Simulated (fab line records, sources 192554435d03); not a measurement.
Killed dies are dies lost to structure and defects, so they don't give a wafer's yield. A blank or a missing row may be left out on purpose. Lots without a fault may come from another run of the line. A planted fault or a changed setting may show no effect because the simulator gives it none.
fab line records | flow n5_finfet | part 1 of 2: steps 1 to 3 of 6
record lots=23 wafers=69 last_day=17
route steps=1938 shown GATE_CUT@487
lots that met no fault: from a run of the same line without faults
start_h: hours from the record's first day to the start of the lot's first wafer shown | wait_h: hours since the lot's step before | " the same as in the row above | L1.1+2: a row that stands for several wafers | - no value, or no start given | * or withheld: withheld | < > ~ a bound
route shown NAME@n: a module of which the file shows steps, and the number in the route of the first | usual: mean/standard deviation of fault-free wafers | same: alike in all rows | chamber/n: place in a boat | sites: the reading at each site | _std_site: their standard deviation | _edge_site: outer sites' mean less inner sites' | radius_mm: how far each site lies from the wafer's centre | mask NAME#n: copy n | behind: the tool/chamber that last shaped the wafer | hold: why the lot was held/for how many hours/how that ended | device: the transistor (n, p or np) that didn't switch | end of line: the same wafers' tests at the end of the route | a step without rows: its recipe alone | killed: dies lost to structure and defects at the first sort, not the wafer's yield | map: a wafer's dies, x killed, . not, _ none there
set.NAME: the setting as run; set.NAME@STEP: as run at that earlier step | model.NAME: the simulator's own value behind a step, which no gauge read
steps of the route over a sample of lots; a table a step, a row a wafer
services: from which hour (start_h, from the record's first day; less than 0 if before it) a tool's chamber was out of use, for how many hours, and why
## steps
# step N5_GATE_CUT_CD_MEAS_13
# recipe target_cd_nm=20 landing_energy_ev=500 detector=se_inlens
# usual cd_nm=20.04/0.3
# columns lot.wafer tool chamber start_h wait_h cd_nm
L074.3 cd_sem-03 0 84.07 - 20.06
L074.4 " 0 " " 20.62
L074.5 " 0 " " 20.08
L075.2 cd_sem-03 0 87.95 - 19.98
L075.4 " 0 " " 20.15
L075.6 " 0 " " 19.99
L076.2 cd_sem-01 0 98.20 - 19.44
L076.5 " 0 " " 20.05
L076.6 " 0 " " 20.14
L077.1 cd_sem-02 0 100.24 - 20.62
L077.2 " 0 " " 20.26
L077.5 " 0 " " 19.96
L078.1 cd_sem-02 0 108.42 - 20.58
L078.2 " 0 " " 20.19
L078.6 " 0 " " 20.02
L079.1 cd_sem-02 0 112.29 - 19.91
L079.4 " 0 " " 19.92
L079.5 " 0 " " 19.65
L080.1 cd_sem-01 0 117.84 - 20.26
L080.3 " 0 " " 19.75
L080.5 " 0 " " 19.66
L081.2 cd_sem-02 0 126.40 - 19.98
L081.4 " 0 " " 19.96
L081.6 " 0 " " 19.98
L082.1 cd_sem-01 0 140.22 - 19.57
L082.2 " 0 " " 20.02
L082.6 " 0 " " 19.95
L083.3 cd_sem-01 0 142.98 - 19.98
L083.5 " 0 " " 19.99
L083.6 " 0 " " 19.84
L084.2 cd_sem-01 0 146.89 - 19.75
L084.3 " 0 " " 19.47
L084.6 " 0 " " 19.76
L085.1 cd_sem-01 0 149.23 - 20.06
L085.3 " 0 " " 20.01
L085.6 " 0 " " 19.79
L086.1 cd_sem-03 0 159.26 - 20.05
L086.2 " 0 " " 20.18
L086.5 " 0 " " 20.29
L087.1 cd_sem-02 0 164.65 - 20.03
L087.4 " 0 " " 20.21
L087.6 " 0 " " 20.17
L088.1 cd_sem-03 0 166.07 - 20.12
L088.3 " 0 " " 20.17
L088.6 " 0 " " 20.08
L089.2 cd_sem-02 0 173.18 - 20.19
L089.5 " 0 " " 20.09
L089.6 " 0 " " 20.51
L091.4 cd_sem-03 0 185.84 - 20.09
L091.5 " 0 " " 19.67
L091.6 " 0 " " 19.90
L092.2 cd_sem-01 0 193.70 - 19.96
L092.3 " 0 " " 20.30
L092.5 " 0 " " 19.76
L093.3 cd_sem-02 0 198.00 - 19.67
L093.5 " 0 " " 20.06
L093.6 " 0 " " 20.02
L094.1 cd_sem-03 0 205.05 - 20.40
L094.3 " 0 " " 20.10
L094.5 " 0 " " 19.86
L095.3 cd_sem-03 0 209.54 - 20.30
L095.4 " 0 " " 20.29
L095.5 " 0 " " 19.83
L096.3 cd_sem-03 0 218.53 - 20.00
L096.5 " 0 " " 19.97
L096.6 " 0 " " 20.01
L097.1 cd_sem-03 0 220.35 - 19.88
L097.2 " 0 " " 20.17
L097.6 " 0 " " 20.28
# step N5_GATE_CUT_ETCH_36
# recipe chemistry=CF4 target=SiARC target_depth_a=130 mask_material=CAR-EUV time_s=21.7 ion_energy_ev=80 pressure_mtorr=40 source_w=545 bias_w=36 Ar_flow_sccm=100 cf4_flow_sccm=100 ends=cleared
# usual cf4_flow_sccm=100.0/0.31 drypump_motor_current_A=5.86/0.25 etch_rf_on_time_s=21.5/0.83 oes_product_au=0.66/0.064 rf_fwd_power_W=531.7/1.8 rf_vpp_V=184.1/1 showerhead_plenum_p_Torr=2.15/0.055 throttle_valve_pct=15.61/0.21
# columns lot.wafer tool chamber start_h wait_h cf4_flow_sccm drypump_motor_current_A etch_rf_on_time_s oes_product_au rf_fwd_power_W rf_hours_counter_h rf_vpp_V showerhead_plenum_p_Torr throttle_valve_pct
L074.3 rie_diel-06 0 84.25 0.0 99.9 5.77 21.3 0.65 532.2 147 186.1 2.22 15.61
L074.4 " 1 " " 100.3 6.52 22.3 0.77 532.5 27 185.6 2.21 15.28
L074.5 " 2 " " 100.5 6.03 20.7 0.64 531.9 - 185.4 2.11 15.53
L075.2 rie_diel-03 1 88.13 0.0 100.1 5.48 22.3 0.61 527.7 180 183.8 2.12 15.89
L075.4 " 3 " " 100.0 5.80 22.1 0.62 531.7 198 185.1 2.20 15.49
L075.6 " 1 " " 100.0 5.50 22.5 0.61 528.9 - 183.2 2.12 15.91
L076.2 rie_diel-02 1 98.37 0.0 100.4 5.95 20.9 0.76 533.6 34 186.2 2.27 15.29
L076.5 " 1 " " 100.1 5.97 20.8 0.77 532.3 - 184.8 2.27 15.28
L076.6 " 2 " " 99.8 5.97 21.2 0.66 528.6 - 184.5 2.14 15.32
L077.1 rie_diel-03 0 100.76 0.0 99.6 5.74 20.7 0.68 532.0 143 184.3 2.07 15.70
L077.2 " 1 " " 100.1 5.43 22.0 0.61 531.2 183 183.6 2.12 15.91
L077.5 " 0 " " 100.2 5.74 20.7 0.68 531.2 - 183.7 2.07 15.68
L078.1 rie_diel-02 0 108.59 0.0 100.1 5.50 21.8 0.58 530.4 247 182.7 2.12 15.83
L078.2 " 1 " " 100.3 5.97 20.8 0.76 531.8 38 185.8 2.26 15.29
L078.6 " 2 " " 100.1 5.94 21.2 0.66 532.7 - 183.6 2.14 15.35
L079.1 rie_diel-03 1 112.48 0.0 99.9 5.45 22.4 0.60 531.2 186 184.0 2.12 15.91
L079.4 " 3 " " 99.5 5.83 22.1 0.61 533.6 205 185.5 2.20 15.52
L079.5 " 1 " " 100.4 5.48 22.3 0.60 533.6 - 183.1 2.12 15.89
L080.1 rie_diel-03 3 118.01 0.0 99.9 5.79 22.0 0.62 533.3 206 184.6 2.20 15.52
L080.3 " 0 " " 99.7 5.71 20.7 0.67 531.0 148 183.6 2.07 15.70
L080.5 " 0 " " 99.8 5.72 20.9 0.67 527.9 - 183.7 2.07 15.70
L081.2 rie_diel-02 3 126.58 0.0 99.2 6.16 21.3 0.59 532.4 250 183.8 2.12 15.77
L081.4 " 1 " " 100.0 5.97 20.7 0.75 531.4 - 185.9 2.26 15.32
L081.6 " 2 " " 99.8 5.96 20.7 0.67 530.9 - 184.0 2.14 15.36
L082.1 rie_diel-03 0 140.41 0.0 100.5 5.74 21.1 0.67 532.2 154 184.1 2.07 15.71
L082.2 " 2 " " 100.2 6.05 20.5 0.71 530.7 75 183.9 2.18 15.61
L082.6 " 0 " " 99.8 5.69 20.8 0.67 531.5 - 183.3 2.07 15.70
L083.3 rie_diel-02 2 143.34 0.0 100.1 5.92 21.0 0.65 531.3 153 183.8 2.14 15.37
L083.5 " 2 " " 100.0 5.94 21.0 0.66 529.5 - 184.6 2.14 15.36
L083.6 " 1 " " 99.8 5.98 20.8 0.74 530.6 - 185.4 2.26 15.30
L084.2 rie_diel-02 2 147.07 0.0 99.5 5.97 21.2 0.65 531.8 154 183.7 2.14 15.35
L084.3 " 1 " " 99.9 5.97 21.1 0.73 531.1 52 185.6 2.26 15.32
L084.6 " 2 " " 100.1 5.98 20.9 0.65 531.6 - 184.0 2.14 15.36
L085.1 rie_diel-03 1 149.41 0.0 99.5 5.48 22.2 0.60 529.9 197 184.5 2.12 15.93
L085.3 " 0 " " 100.0 5.76 20.7 0.67 531.7 157 182.4 2.07 15.73
L085.6 " 3 " " 100.6 5.82 22.2 0.61 530.9 - 184.6 2.20 15.56
L086.1 rie_diel-02 1 159.44 0.0 100.1 5.98 20.8 0.73 530.8 56 186.6 2.26 15.34
L086.2 " 0 " " 100.0 5.44 22.1 0.79 533.2 10 183.7 2.12 15.41
L086.5 " 0 " " 100.1 5.46 21.9 0.79 532.4 - 184.1 2.12 15.42
L087.1 rie_diel-03 3 165.34 0.0 100.0 5.86 22.1 0.60 534.2 220 184.3 2.19 15.55
L087.4 " 1 " " 100.2 5.46 22.5 0.59 531.3 201 183.6 2.12 15.93
L087.6 " 2 " " 100.1 6.02 20.4 0.71 533.2 - 186.1 2.18 15.64
L088.1 rie_diel-03 2 166.24 0.0 100.2 6.01 20.2 0.72 532.9 81 184.2 2.18 15.63
L088.3 " 1 " " 100.0 5.48 22.5 0.59 531.3 202 184.1 2.12 15.92
L088.6 " 3 " " 99.5 5.85 22.0 0.61 533.8 - 184.4 2.19 15.57
L089.2 rie_diel-06 3 173.35 0.0 99.8 5.76 23.1 0.59 533.4 212 183.3 2.14 16.02
L089.5 " 2 " " 100.0 6.02 20.5 0.62 529.2 - 184.3 2.10 15.59
L089.6 " 3 " " 99.8 5.79 23.1 0.59 534.3 - 183.2 2.14 16.03
L091.4 rie_diel-02 1 186.04 0.0 99.6 5.96 20.8 0.72 529.3 65 186.6 2.25 15.36
L091.5 " 3 " " 99.9 6.13 20.3 0.80 534.7 - 184.0 2.12 15.33
L091.6 " 2 " " 100.2 5.96 21.1 0.64 530.8 - 183.4 2.13 15.41
L092.2 rie_diel-06 3 193.94 0.0 99.8 5.77 23.0 0.59 531.9 217 182.8 2.14 16.01
L092.3 " 1 " " 100.2 6.48 22.8 0.71 529.3 59 185.4 2.20 15.35
L092.5 " 1 " " 100.1 6.48 22.6 0.71 530.4 - 183.5 2.19 15.35
L093.3 rie_diel-03 2 198.18 0.0 99.8 6.01 20.6 0.69 529.6 89 183.0 2.18 15.66
L093.5 " 3 " " 99.7 5.85 22.1 0.60 534.2 - 183.7 2.19 15.56
L093.6 " 0 " " 99.6 5.73 20.7 0.66 528.0 - 182.9 2.06 15.73
L094.1 rie_diel-03 0 205.45 0.0 99.7 5.73 21.0 0.66 528.8 174 183.3 2.06 15.75
L094.3 " 1 " " 99.8 5.48 22.4 0.59 531.8 212 183.1 2.11 15.96
L094.5 " 1 " " 100.8 5.47 22.6 0.58 531.0 - 185.0 2.11 15.97
L095.3 rie_diel-06 1 209.72 0.0 100.2 6.49 22.7 0.71 530.3 64 183.3 2.19 15.38
L095.4 " 0 " " 100.5 5.80 21.5 0.62 529.2 181 183.9 2.21 15.68
L095.5 " 3 " " 99.9 5.79 22.9 0.58 531.5 - 183.6 2.14 16.03
L096.3 rie_diel-03 3 218.71 0.0 100.0 5.85 21.8 0.61 532.3 236 184.4 2.19 15.59
L096.5 " 3 " " 100.6 5.86 21.9 0.60 529.3 - 185.4 2.19 15.57
L096.6 " 0 " " 100.2 5.74 20.8 0.65 529.0 - 183.7 2.06 15.76
L097.1 rie_diel-06 1 220.53 0.0 100.2 6.52 22.4 0.71 528.8 66 184.6 2.19 15.38
L097.2 " 0 " " 100.1 5.80 21.4 0.62 532.4 185 185.6 2.21 15.67
L097.6 " 1 " " 100.2 6.50 22.5 0.71 530.6 - 185.0 2.19 15.37
# step N5_GATE_CUT_HM_OPEN_40
# recipe chemistry=C4F6/O2 target=SiO2 mask_material=SiARC target_depth_a=1390 time_s=85.1 ion_energy_ev=250 pressure_mtorr=30 source_w=345 bias_w=185 Ar_flow_sccm=300 C4F6_flow_sccm=10 O2_flow_sccm=10 ends=cleared
# usual drypump_motor_current_A=5.86/0.25 etch_rf_on_time_s=92.9/2.8 oes_product_au=0.70/0.067 rf_fwd_power_W=342.0/1.2 rf_vpp_V=663/25 showerhead_plenum_p_Torr=2.85/0.073 throttle_valve_pct=20.90/0.23
# columns lot.wafer tool chamber start_h wait_h drypump_motor_current_A etch_rf_on_time_s oes_product_au rf_fwd_power_W rf_hours_counter_h rf_vpp_V showerhead_plenum_p_Torr throttle_valve_pct
L074.3 rie_diel-06 0 84.36 0.0 5.77 91.6 0.68 342.1 147 667 2.94 20.84
L074.4 " 1 " " 6.46 94.0 0.82 343.5 28 693 2.93 20.73
L074.5 " 2 " " 6.02 91.9 0.67 339.7 - 656 2.79 20.75
L075.2 rie_diel-03 1 88.24 0.0 5.47 91.4 0.65 341.2 180 688 2.84 21.29
L075.4 " 3 " " 5.81 97.9 0.65 341.4 198 677 2.90 20.60
L075.6 " 1 " " 5.49 97.0 0.65 341.8 - 690 2.84 21.31
L076.2 rie_diel-02 1 98.48 0.0 5.97 90.8 0.80 340.9 34 685 3.01 20.64
L076.5 " 1 " " 5.96 90.0 0.80 342.8 - 686 3.01 20.64
L076.6 " 2 " " 5.92 93.6 0.70 340.7 - 639 2.88 20.77
L077.1 rie_diel-03 0 100.87 0.0 5.72 90.7 0.71 341.8 143 668 2.75 20.99
L077.2 " 1 " " 5.46 93.6 0.65 342.2 183 690 2.84 21.30
L077.5 " 0 " " 5.76 92.3 0.72 340.6 - 669 2.75 20.97
L078.1 rie_diel-02 0 108.70 0.0 5.44 93.2 0.62 341.4 247 684 2.79 20.90
L078.2 " 1 " " 5.98 91.6 0.79 341.1 38 687 3.01 20.66
L078.6 " 2 " " 5.98 95.4 0.69 343.8 - 639 2.88 20.78
L079.1 rie_diel-03 1 112.59 0.0 5.49 94.2 0.65 343.0 186 689 2.84 21.32
L079.4 " 3 " " 5.84 97.0 0.65 342.8 205 678 2.90 20.61
L079.5 " 1 " " 5.51 94.2 0.65 342.3 - 690 2.84 21.32
L080.1 rie_diel-03 3 118.12 0.0 5.86 93.4 0.66 343.8 206 678 2.90 20.60
L080.3 " 0 " " 5.72 85.8 0.71 340.2 148 666 2.74 21.01
L080.5 " 0 " " 5.76 87.4 0.71 339.4 - 667 2.74 21.01
L081.2 rie_diel-02 3 126.69 0.0 6.17 90.9 0.61 343.4 250 622 2.82 20.96
L081.4 " 1 " " 5.99 90.0 0.78 340.6 - 685 3.01 20.65
L081.6 " 2 " " 5.98 95.1 0.68 342.1 - 639 2.87 20.79
L082.1 rie_diel-03 0 140.52 0.0 5.75 86.9 0.70 340.9 154 667 2.74 21.01
L082.2 " 2 " " 6.03 89.2 0.74 343.1 75 618 2.89 20.92
L082.6 " 0 " " 5.73 87.6 0.70 340.8 - 666 2.74 20.99
L083.3 rie_diel-02 2 143.45 0.0 5.94 91.2 0.68 342.6 153 638 2.87 20.79
L083.5 " 2 " " 5.95 90.2 0.68 342.1 - 637 2.87 20.80
L083.6 " 1 " " 5.96 93.3 0.77 342.3 - 686 3.00 20.66
L084.2 rie_diel-02 2 147.18 0.0 5.97 92.5 0.69 342.1 154 637 2.87 20.79
L084.3 " 1 " " 5.97 90.5 0.77 343.3 52 684 3.00 20.67
L084.6 " 2 " " 5.97 93.8 0.68 341.7 - 638 2.87 20.81
L085.1 rie_diel-03 1 149.52 0.0 5.49 90.7 0.64 342.4 197 690 2.84 21.33
L085.3 " 0 " " 5.75 89.4 0.70 342.1 157 668 2.74 21.02
L085.6 " 3 " " 5.85 93.3 0.64 343.3 - 676 2.90 20.62
L086.1 rie_diel-02 1 159.55 0.0 5.99 87.2 0.77 341.2 56 686 3.00 20.69
L086.2 " 0 " " 5.48 89.9 0.84 343.6 10 685 2.79 20.67
L086.5 " 0 " " 5.52 95.0 0.84 343.1 - 684 2.79 20.67
L087.1 rie_diel-03 3 165.45 0.0 5.81 93.4 0.64 341.4 220 677 2.89 20.62
L087.4 " 1 " " 5.44 94.8 0.65 341.9 201 690 2.83 21.34
L087.6 " 2 " " 6.05 91.1 0.73 342.9 - 618 2.88 20.95
L088.1 rie_diel-03 2 166.35 0.0 6.03 91.7 0.74 344.1 81 615 2.88 20.95
L088.3 " 1 " " 5.47 95.6 0.63 343.2 202 690 2.83 21.32
L088.6 " 3 " " 5.81 99.3 0.64 341.9 - 678 2.89 20.62
L089.2 rie_diel-06 3 173.46 0.0 5.79 96.2 0.63 341.8 212 653 2.84 21.30
L089.5 " 2 " " 6.06 91.1 0.65 342.9 - 657 2.78 20.77
L089.6 " 3 " " 5.80 97.6 0.62 341.5 - 654 2.84 21.30
L091.4 rie_diel-02 1 186.15 0.0 5.99 91.9 0.76 341.7 65 686 3.00 20.69
L091.5 " 3 " " 6.13 90.4 0.83 344.2 - 620 2.81 20.70
L091.6 " 2 " " 5.95 96.9 0.67 341.1 - 639 2.86 20.82
L092.2 rie_diel-06 3 194.05 0.0 5.79 93.7 0.63 342.2 217 652 2.83 21.32
L092.3 " 1 " " 6.48 92.7 0.77 341.8 59 694 2.92 20.79
L092.5 " 1 " " 6.47 96.6 0.76 342.1 - 694 2.92 20.78
L093.3 rie_diel-03 2 198.29 0.0 6.07 91.0 0.72 344.2 89 615 2.88 20.96
L093.5 " 3 " " 5.83 93.9 0.64 341.6 - 675 2.89 20.65
L093.6 " 0 " " 5.75 92.8 0.68 342.9 - 667 2.73 21.04
L094.1 rie_diel-03 0 205.56 0.0 5.74 90.9 0.69 342.5 174 666 2.73 21.03
L094.3 " 1 " " 5.50 94.5 0.63 342.3 212 690 2.83 21.34
L094.5 " 1 " " 5.48 96.8 0.63 342.6 - 691 2.83 21.36
L095.3 rie_diel-06 1 209.83 0.0 6.47 91.2 0.76 342.9 64 694 2.92 20.79
L095.4 " 0 " " 5.80 96.1 0.65 341.8 181 665 2.93 20.89
L095.5 " 3 " " 5.77 101.2 0.62 340.9 - 654 2.83 21.31
L096.3 rie_diel-03 3 218.82 0.0 5.84 92.5 0.63 338.4 236 676 2.89 20.65
L096.5 " 3 " " 5.83 94.5 0.64 342.0 - 678 2.89 20.67
L096.6 " 0 " " 5.74 92.1 0.69 340.7 - 667 2.73 21.04
L097.1 rie_diel-06 1 220.64 0.0 6.53 93.7 0.75 342.7 66 693 2.92 20.77
L097.2 " 0 " " 5.78 95.0 0.65 342.5 185 666 2.93 20.89
L097.6 " 1 " " 6.48 94.2 0.76 342.3 - 694 2.92 20.80
